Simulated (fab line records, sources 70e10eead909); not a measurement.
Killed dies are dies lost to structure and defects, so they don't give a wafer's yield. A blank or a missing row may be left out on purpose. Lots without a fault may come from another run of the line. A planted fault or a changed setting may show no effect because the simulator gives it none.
Chamber matching | flow nand_harc | NHARC_P_BONDPAD_DEP_00 on pecvd-02: 3 sister chambers
The step deposits SiCN, target thk 250 nm. 14 wafers are shown with their chamber, then 7 later ones without.

WAFERS WITH THEIR CHAMBER
wafer  | chamber | heater_power_w (W)
L353.4 | 2       | 559
L353.5 | 0       | 655
L353.6 | 1       | 567
L354.1 | 1       | 569
L354.2 | 2       | 580
L354.4 | 1       | 565
L358.3 | 0       | 550
L358.5 | 1       | 515
L358.6 | 0       | 561
L363.3 | 2       | 592
L363.5 | 0       | 544
L363.6 | 1       | 467
L367.3 | 2       | 587
L367.5 | 2       | 473

SIGNATURES (means of the wafers above)
reading        | chamber 0 | chamber 1 | chamber 2 | scatter within a chamber
heater_power_w | 577.50    | 536.60    | 558.20    | 48.6
Rule: a wafer's distance from a chamber is the root of the sum, over the readings, of the square of ((its reading less the chamber's mean) divided by the reading's scatter). The wafer belongs to the nearest chamber; if the next one is less than 2 further off, it can't be placed. The scatter: the root of (the sum of the squares of (reading less its chamber's mean) over the shown wafers, divided by (wafers less chambers)).

WAFERS WITHOUT THEIR CHAMBER
wafer  | heater_power_w (W)
L367.6 | 522
L368.1 | 621
L368.2 | 568
L368.6 | 603
L370.3 | 511
L370.4 | 544
L370.5 | 585

WHICH CHAMBER EACH WENT THROUGH
wafer  | from the rows above          | in truth
L367.6 | can't be placed: 1 or 2 or 0 | 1
L368.1 | can't be placed: 0 or 2 or 1 | 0
L368.2 | can't be placed: 0 or 2 or 1 | 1
L368.6 | can't be placed: 0 or 2 or 1 | 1
L370.3 | can't be placed: 1 or 2 or 0 | 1
L370.4 | can't be placed: 1 or 2 or 0 | 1
L370.5 | can't be placed: 0 or 2 or 1 | 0
Placed correctly: 0 of 7. Can't be placed from these rows: 7 (the true chamber is among the candidates in 7). Placed wrongly: 0.
